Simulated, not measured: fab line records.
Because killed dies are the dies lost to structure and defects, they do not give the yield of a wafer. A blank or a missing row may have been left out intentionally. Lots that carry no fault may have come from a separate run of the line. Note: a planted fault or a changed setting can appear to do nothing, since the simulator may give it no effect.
fab line records -- flow nandHarc -- part 2 of 2: steps 31 to 38 of 38
[record] lots = 5, wafers = 15, lastDay = 32
route steps=1302 shown A_STAIRCASE@747
lots that met no fault: from a run of the same line without faults
startH: start of the lot's first displayed wafer, in hours after the record's first day -- waitH: time in hours since the lot's previous step -- " identical to the entry in the row above -- L1.1+2: one row covering several wafers at once -- - no value, or no start given -- * or withheld: withheld -- < > ~ a bound
route shown NAME@n: NAME is a module with steps in the file, n the number in the route of the first one -- usual: mean/standard deviation of fault-free wafers -- same: alike in all rows -- chamber/n: place in a boat -- sites: per-site readings -- _std_site: standard deviation across them -- _edge_site: outer sites' mean less inner sites' -- radiusMm: how far each site lies from the wafer's centre -- mask NAME#n: copy n -- behind: the last tool/chamber to shape the wafer -- hold: why the lot went on hold/how many hours it stayed there/how the hold came to an end -- device: the transistor (n, p or np) that didn't switch -- end of line: the same wafers' tests at the end of the route -- a step given without rows: its recipe and nothing more -- killed: not the wafer's yield, but the dies lost to structure and defects at the first sort -- map: a wafer's dies, marking killed ones x, the rest . and places with no die _
set.NAME: the setting the step ran with; set.NAME@STEP: the setting that earlier step ran with -- model.NAME: the simulator's own value behind a step, which no gauge read
lots seen at some steps along the route; tables by step, rows by wafer
services: from which hour (startH, from the record's first day; less than 0 if before it) a tool's chamber was out of use, for how many hours, and why
[[steps]]
[step NHARC_A_STAIRCASE_EXPOSE_265]
[recipe] na = 0.5, doseMj = 25.01, maskId = CHOP_200
lot.wafer,tool,chamber,startH,waitH,mask
L075.1+3+4,krfScanner-03,0,366.60,-,CHOP_200#0
L074.1+5+6,krfScanner-02,0,374.17,-,CHOP_200#0
L077.1+5+6,krfScanner-02,0,406.88,-,CHOP_200#0
L096.1+2+4,krfScanner-03,0,577.34,-,CHOP_200#0
L097.2+5+6,krfScanner-02,0,595.00,-,CHOP_200#0
[step NHARC_A_STAIRCASE_PEB_266]
[recipe] pebTempC = 115, pebTimeS = 130
[same] pebTimeS = 130
lot.wafer,tool,chamber,startH,waitH
L075.1+3+4,lithoTrack-03,0,366.67,0.1
L074.1+5+6,lithoTrack-07,0,374.23,0.1
L077.1+5+6,lithoTrack-05,0,406.95,0.1
L096.1+2+4,lithoTrack-05,0,577.41,0.1
L097.2+5+6,lithoTrack-05,0,595.07,0.1
[step NHARC_A_STAIRCASE_DEVELOP_267]
[recipe] timeS = 140
lot.wafer,tool,chamber,startH,waitH
L075.1+3+4,lithoTrack-03,0,-,-
L074.1+5+6,lithoTrack-07,0,-,-
L077.1+5+6,lithoTrack-05,0,-,-
L096.1+2+4,lithoTrack-05,0,-,-
L097.2+5+6,lithoTrack-05,0,-,-
[step NHARC_A_STAIRCASE_HARDBAKE_269]
[recipe] tempC = 120, timeS = 140
lot.wafer,tool,chamber,startH,waitH
L075.1+3+4,lithoTrack-05,0,366.88,-
L074.1+5+6,lithoTrack-03,0,374.45,-
L077.1+5+6,lithoTrack-05,0,407.16,-
L096.1+2+4,lithoTrack-03,0,577.63,-
L097.2+5+6,lithoTrack-05,0,595.29,-
[step NHARC_A_STAIRCASE_DESCUM_270]
[recipe] timeS = 3, o2FlowSccm = 200, arFlowSccm = 0, biasPowerW = 0, chemistry = O2
[usual] drypumpMotorCurrentA = 5.7/0.44, o2FlowSccm = 200.1/0.56, oesProductAu = 1.002/0.016, rfVppV = 57.8/0.88, showerheadPlenumPTorr = 1.90/0.11, throttleValvePct = 11.311/0.0092
lot.wafer,tool,chamber,startH,waitH,drypumpMotorCurrentA,o2FlowSccm,oesProductAu,rfHoursCounterH,rfVppV,showerheadPlenumPTorr,throttleValvePct
L075.1,rieDiel-06,2,366.98,-,5.5,199.9,0.995,15,58.3,1.89,11.301
L075.3,rieDiel-06,3,366.98,-,5.7,199.2,1.004,16,56.1,1.78,11.318
L075.4,rieDiel-06,0,366.98,-,5.7,200.0,0.991,14,57.7,1.80,11.312
L074.1,rieDiel-01,1,374.56,-,5.2,200.4,0.991,52,58.2,1.76,11.312
L074.5,rieDiel-01,3,374.56,-,5.7,200.0,0.986,-,58.1,1.90,11.304
L074.6,rieDiel-01,0,374.56,-,5.8,199.0,0.990,-,57.4,1.99,11.311
L077.1,rieDiel-06,0,407.26,-,5.7,200.4,1.004,30,57.1,1.79,11.302
L077.6,rieDiel-06,3,407.26,-,5.7,200.3,1.000,-,56.2,1.78,11.307
L077.5,rieDiel-06,0,407.26,-,5.7,200.7,0.993,-,58.0,1.79,11.306
L096.4,rieDiel-06,1,577.73,-,6.0,200.1,0.996,33,58.5,2.07,11.326
L096.2,rieDiel-06,2,577.73,-,5.6,200.6,1.019,35,56.8,1.87,11.308
L096.1,rieDiel-06,3,577.73,-,5.8,200.1,1.018,25,57.4,2.07,11.329
L097.2,rieDiel-01,1,595.37,-,5.2,200.8,0.976,7,57.6,2.05,11.322
L097.5,rieDiel-01,1,595.37,-,5.2,200.7,0.989,-,57.8,2.05,11.314
L097.6,rieDiel-01,2,595.37,-,6.7,200.9,1.021,-,59.0,2.02,11.293
[step NHARC_A_STAIRCASE_ETCH_271]
[recipe] cf4FlowSccm = 100, chf3FlowSccm = 30, arFlowSccm = 0, rfW = 500, biasW = 200, chemistry = CF4/CHF3
[usual] drypumpMotorCurrentA = 5.6/0.44, oesProductAu = 0.954/0.028, rfVppV = 369.9/2.8, showerheadPlenumPTorr = 1.56/0.081, throttleValvePct = 16.802/0.0093
lot.wafer,tool,chamber,startH,waitH,drypumpMotorCurrentA,oesProductAu,rfHoursCounterH,rfVppV,showerheadPlenumPTorr,throttleValvePct
L075.3,rieDiel-06,1,367.06,0.1,6.0,0.935,13,367.6,1.47,16.793
L075.1,rieDiel-06,2,367.06,0.1,5.5,0.922,15,368.6,1.56,16.792
L075.4,rieDiel-06,0,367.06,0.1,5.8,0.923,14,368.7,1.48,16.803
L074.1,rieDiel-01,0,374.65,0.1,5.8,0.956,50,372.8,1.63,16.801
L074.5,rieDiel-01,2,374.65,0.1,6.7,0.977,-,373.9,1.67,16.798
L074.6,rieDiel-01,3,374.65,0.1,5.7,0.967,-,370.5,1.56,16.791
L077.1,rieDiel-06,0,407.36,0.1,5.7,0.976,30,366.2,1.48,16.820
L077.6,rieDiel-06,2,407.36,0.1,5.5,0.988,-,370.4,1.55,16.792
L077.5,rieDiel-06,3,407.36,0.1,5.7,0.963,-,367.1,1.47,16.813
L096.4,rieDiel-06,3,577.82,0.1,5.7,0.935,25,373.0,1.69,16.809
L096.2,rieDiel-06,0,577.82,0.1,5.8,0.907,31,367.1,1.47,16.805
L096.1,rieDiel-06,1,577.82,0.1,6.0,0.925,33,372.2,1.69,16.807
L097.2,rieDiel-01,0,595.48,0.1,5.8,0.923,9,372.2,1.61,16.807
L097.6,rieDiel-01,2,595.48,0.1,6.7,0.939,-,374.2,1.65,16.793
L097.5,rieDiel-01,3,595.48,0.1,5.7,0.919,-,369.5,1.54,16.799
[step NHARC_A_STAIRCASE_HM_OPEN_457]
[recipe] o2FlowSccm = 400, cosFlowSccm = 20, arFlowSccm = 0, rfW = 500, biasW = 300, chemistry = O2/COS
[usual] drypumpMotorCurrentA = 5.6/0.44, o2FlowSccm = 399.9/1, oesProductAu = 1.001/0.016, rfVppV = 467/3.8, showerheadPlenumPTorr = 3.10/0.17, throttleValvePct = 28.331/0.0082
lot.wafer,tool,chamber,startH,waitH,drypumpMotorCurrentA,o2FlowSccm,oesProductAu,rfHoursCounterH,rfVppV,showerheadPlenumPTorr,throttleValvePct
L075.1,rieDiel-06,3,-,-,5.8,401.5,0.993,17,463,2.92,28.328
L075.4,rieDiel-06,0,-,-,5.7,400.0,0.995,15,463,2.94,28.326
L075.3,rieDiel-06,1,-,-,6.0,399.8,1.029,13,463,2.91,28.331
L074.1,rieDiel-01,1,-,-,5.3,400.4,1.003,52,463,2.88,28.329
L074.5,rieDiel-01,3,-,-,5.7,398.5,1.004,-,465,3.09,28.317
L074.6,rieDiel-01,0,-,-,5.8,400.8,0.995,-,470,3.24,28.330
L077.1,rieDiel-06,2,-,-,5.5,399.0,0.996,30,468,3.08,28.351
L077.6,rieDiel-06,0,-,-,5.7,398.9,0.991,-,465,2.94,28.339
L077.5,rieDiel-06,1,-,-,6.0,400.2,1.003,-,462,2.91,28.344
L096.4,rieDiel-06,3,-,-,5.7,400.4,1.023,25,472,3.36,28.335
L096.2,rieDiel-06,0,-,-,5.7,399.3,0.994,31,462,2.91,28.333
L096.1,rieDiel-06,2,-,-,5.5,400.4,1.024,36,466,3.05,28.327
L097.2,rieDiel-01,3,-,-,5.7,400.4,1.013,9,467,3.06,28.334
L097.6,rieDiel-01,1,-,-,5.3,401.7,0.982,-,471,3.34,28.341
L097.5,rieDiel-01,2,-,-,6.7,399.8,1.023,-,470,3.28,28.327
[step NHARC_A_STAIRCASE_STRIP_458]
[recipe] o2FlowSccm = 400, cosFlowSccm = 20, arFlowSccm = 0, biasW = 0, chemistry = O2/COS
lot.wafer,tool,chamber,startH,waitH
L075.3+4+1,rieDiel-06,"2,0,1",-,-
L074.1+5+6,rieDiel-01,"3,3,0",-,-
L077.1+6+5,rieDiel-06,"1,0,1",-,-
L096.2+4+1,rieDiel-06,"1,2,0",-,-
L097.2+6+5,rieDiel-01,"2,0,1",-,-
[[services]]
tool,chamber,startH,hours,kind
krfScanner-02,-,345.93,5.2,repair
plasmaAsher-02,-,377.76,3.8,repair
rieDiel-01,-,382.14,9.0,pm
krfScanner-02,-,393.65,4.0,pm
plasmaAsher-02,-,398.39,0.3,repair
wetBench-04,-,403.20,8.0,pm
plasmaAsher-02,-,424.38,2.3,repair
lithoTrack-07,-,426.00,7.0,pm
plasmaAsher-02,-,426.76,9.0,pm
wetBench-04,-,431.02,2.8,repair
rieDiel-11,-,434.35,9.0,pm
wetBench-05,-,436.80,8.0,pm
rieDiel-01,0,441.28,19.2,repair
lithoTrack-03,-,450.00,7.0,pm
rieDiel-01,2,464.25,5.7,repair
rieDiel-06,0,471.24,7.3,repair
lithoTrack-05,-,474.03,7.0,pm
rieDiel-06,-,484.20,9.0,pm
plasmaAsher-01,-,519.53,9.0,pm
krfScanner-02,-,556.03,1.5,repair
rieDiel-01,-,559.14,9.0,pm
krfScanner-02,-,565.65,4.0,pm
krfScanner-02,-,572.33,0.2,repair
wetBench-04,-,579.20,8.0,pm
